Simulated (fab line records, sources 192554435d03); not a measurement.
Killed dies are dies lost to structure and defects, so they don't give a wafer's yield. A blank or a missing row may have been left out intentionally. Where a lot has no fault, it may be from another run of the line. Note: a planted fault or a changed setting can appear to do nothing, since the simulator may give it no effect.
Problem report, 8D (eight disciplines) form, completed by code | flow n5-finfet | the parts of the form that need people (team, actions taken, sign-off) are left out

== 1. WHAT WENT WRONG ==
run-length-s at N5_MOL_CONTACT_COAG_ALD_27 reads a mean of 1957.1 s on 1 wafer of 1 lot; wafers without a fault read 2770.0 s with a standard deviation of 0.63. That is -99 or more standard deviations from the usual mean.
The step: deposits SiOC, target thk 17 nm, pulse time 1.5 s, time 2720 s.
First seen on wafer L267.2, day 9 16:10, on ald-sin-03. The record has a number at this step for 9 wafers belonging to 3 lots. Rule for "out" (also "out of limits"): further than 4 standard deviations from the usual mean. Any other wafer with a number is counted as sound.

== 2. WHAT IT IS AND WHAT IT IS NOT ==
question                    | is               | is not
which readings at this step | run-length-s     | chamber-pressure-Torr, heater-power-w, precursor-pulse-height-rel
which lots                  | L267             | L250, L255
which wafers of those lots  | L267.2           | L267.1, L267.3
read on which tools         | ald-sin-03       | ald-sin-01
when                        | from day 9 16:10 | up to then (8 sound wafers)

== 3. SUSPECTS, AND WHAT RULES EACH OUT ==
Counting: if a tool at a process step up to the reading ran every lot that is out, it stays a suspect. Sound lots after the first of them don't rule it out here, since some wafers of a struck lot are sound.
- ald-sin-03 at N5_MOL_CONTACT_COAG_ALD_27 (deposits SiOC, target thk 17 nm, pulse time 1.5 s, time 2720 s): kept. It processed L267, the lot that is out, at day 9 16:10, and its most recent sound lot before then was L255 at day 6 09:45. Its own run-length-s readings are out on those wafers.
- Within ald-sin-03 at N5_MOL_CONTACT_COAG_ALD_27: the wafers that are out ran in chamber 0; their sound lot-mates ran in chambers 1, 3.
After counting, what remains is ald-sin-03 at N5_MOL_CONTACT_COAG_ALD_27.

== 4. THE CAUSE (what the simulator had put in) ==
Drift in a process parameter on ald-sin-03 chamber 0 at N5_MOL_CONTACT_COAG_ALD_27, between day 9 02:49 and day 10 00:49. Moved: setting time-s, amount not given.
Only this tool survived the counting.

== 5. THE EFFECT CHAIN, in route order ==
Each row: a reading where the mean over the struck wafers with a number is more than 3 standard deviations away from the usual. Only readings for which the record gives a usual standard deviation are gone through. hours: the time from each lot's start at the first step in this table that gives one to its start at this step, as a median over the lots. sigmas: the change in usual standard deviations.
hours | step                       | reading      | usual    | on struck wafers | change | sigmas
0     | N5_MOL_CONTACT_COAG_ALD_27 | run-length-s | 2770.0 s | 1957.1           | -812.9 | -99 or more
Its process steps:
- N5_MOL_CONTACT_COAG_ALD_27: deposits SiOC, target thk 17 nm, pulse time 1.5 s, time 2720 s.
At these later measuring or inspecting steps, every struck wafer for which the step has a row has a number for every such reading, and none has moved that far: N5_BEOL_M4_RC_MEAS_101.

== 6. WHAT WOULD HAVE CAUGHT IT SOONER ==
In this record the first reading out of limits was taken at day 9 16:10, 13 hours after the fault began at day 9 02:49.
